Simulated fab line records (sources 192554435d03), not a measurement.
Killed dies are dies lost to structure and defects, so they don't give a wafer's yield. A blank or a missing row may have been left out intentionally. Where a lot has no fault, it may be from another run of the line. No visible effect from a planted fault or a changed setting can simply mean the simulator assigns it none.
Split-lot study ; flow n5-finfet ; route with 1938 steps; 7 lots, 39 wafers read

THE SPLIT
At N5_BEOL_M15_ETCH_61 (etches BARC in N2/H2, target depth 89 nm, overetch 26.7 nm, time 67.9 s), the setting time-s was moved away from the recipe's 67.9 s on 6 of the 39 wafers read, by +21.8% to +37.3%. This setting was run at the recipe's value on the other wafers.

Reading taken at the split's own step.

THE READING
coat_of_BEOL_M15_COAT_22.thk-nm (the simulator's own value, which no gauge read), in nm, at N5_BEOL_M15_ETCH_61 (etches BARC in N2/H2, target depth 89 nm, overetch 26.7 nm, time 67.9 s). The file gives no usual value for it. Average 717.8 nm, standard deviation 4.2 nm, over the 33 wafers here run with the recipe.

wafer;tool, chamber at the split;time-s as run, s;against the recipe;coat_of_BEOL_M15_COAT_22.thk-nm, nm;against lot-mates on the recipe
L077.1;rie-diel-05, 0;67.9;recipe;718;-
L077.2;rie-diel-05, 1;67.9;recipe;720.6;-
L077.3;rie-diel-05, 3;67.9;recipe;722;-
L077.4;rie-diel-05, 2;67.9;recipe;718.2;-
L077.5;rie-diel-05, 2;67.9;recipe;717;-
L077.6;rie-diel-05, 1;67.9;recipe;719.6;-
L079.1;rie-diel-05, 0,2;67.9;recipe;714.2;-
L079.2;rie-diel-05, 0,2;67.9;recipe;714.2;-
L079.3;rie-diel-05, 1;67.9;recipe;720.4;-
L079.4;rie-diel-05, 3;67.9;recipe;719.4;-
L079.5;rie-diel-05, 3;67.9;recipe;719.4;-
L079.6;rie-diel-05, 2;67.9;recipe;715.8;-
L090.1;rie-diel-03, 0;67.9;recipe;721.2;-
L090.2;rie-diel-03, 2;67.9;recipe;716.2;-
L090.5;rie-diel-03, 2;67.9;recipe;717.6;-
L092.1;rie-diel-01, 1;67.9;recipe;718.8;-
L092.2;rie-diel-01, 0;93.23;+37.3%;695.4;-23.5
L092.3;rie-diel-01, 2;93.23;+37.3%;694.4;-24.5
L092.4;rie-diel-01, 1;93.23;+37.3%;693.4;-25.5
L092.5;rie-diel-01, 2;67.9;recipe;720.2;-
L092.6;rie-diel-01, 0;67.9;recipe;717.6;-
L093.1;rie-diel-05, 3,2;67.9;recipe;721.4;-
L093.5;rie-diel-05, 3,2;67.9;recipe;721.4;-
L093.2;rie-diel-05, 2;67.9;recipe;718.8;-
L093.3;rie-diel-05, 0;67.9;recipe;719.2;-
L093.4;rie-diel-05, 1;67.9;recipe;720.4;-
L093.6;rie-diel-05, 1;67.9;recipe;722;-
L095.1;rie-diel-03, 3;82.67;+21.8%;709.2;-14.3
L095.2;rie-diel-03, 0;82.67;+21.8%;712.8;-10.7
L095.3;rie-diel-03, 2;67.9;recipe;723;-
L095.4;rie-diel-03, 1;82.67;+21.8%;707;-16.5
L095.5;rie-diel-03, 3;67.9;recipe;721.2;-
L095.6;rie-diel-03, 0;67.9;recipe;726.4;-
L097.1;rie-diel-01, 1;67.9;recipe;710.2;-
L097.2;rie-diel-01, 3;67.9;recipe;707.4;-
L097.3;rie-diel-01, 2,3;67.9;recipe;710.8;-
L097.6;rie-diel-01, 2,3;67.9;recipe;710.8;-
L097.4;rie-diel-01, 0;67.9;recipe;711.8;-
L097.5;rie-diel-01, 0;67.9;recipe;712.4;-
When a row names more than one chamber, that row covers several wafers, and the file does not tell which wafer ran in which chamber.

FIT RESULTS
A straight line over all 39 wafers: coat_of_BEOL_M15_COAT_22.thk-nm changes by -0.568 nm for each +1% of time-s; r = -0.83; the points scatter about the line by 4.3 nm.
The same after taking each lot's own level away (the mean of its wafers on the recipe; 39 wafers): -0.652 nm for each +1%; r = -0.97; scatter 1.9 nm.
Per that fit: largest time-s move, reading shift of 24 nm.
Across the lots, their own levels run from 710.57 to 723.53 nm, a range of 3.1 times the standard deviation given above.
In other words, the slope is changed by the lot-to-lot level; the two fits disagree.
Check: for one of the wafers moved furthest among these (+37.3%), held out of the fit, the line's prediction against its lot-mates is -24.6 nm. Against them it came out at -23.5 nm.

FILE'S OWN FIT
coat_of_BEOL_M15_COAT_22.thk-nm changes by -0.651 nm for each +1% of time-s, r = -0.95.
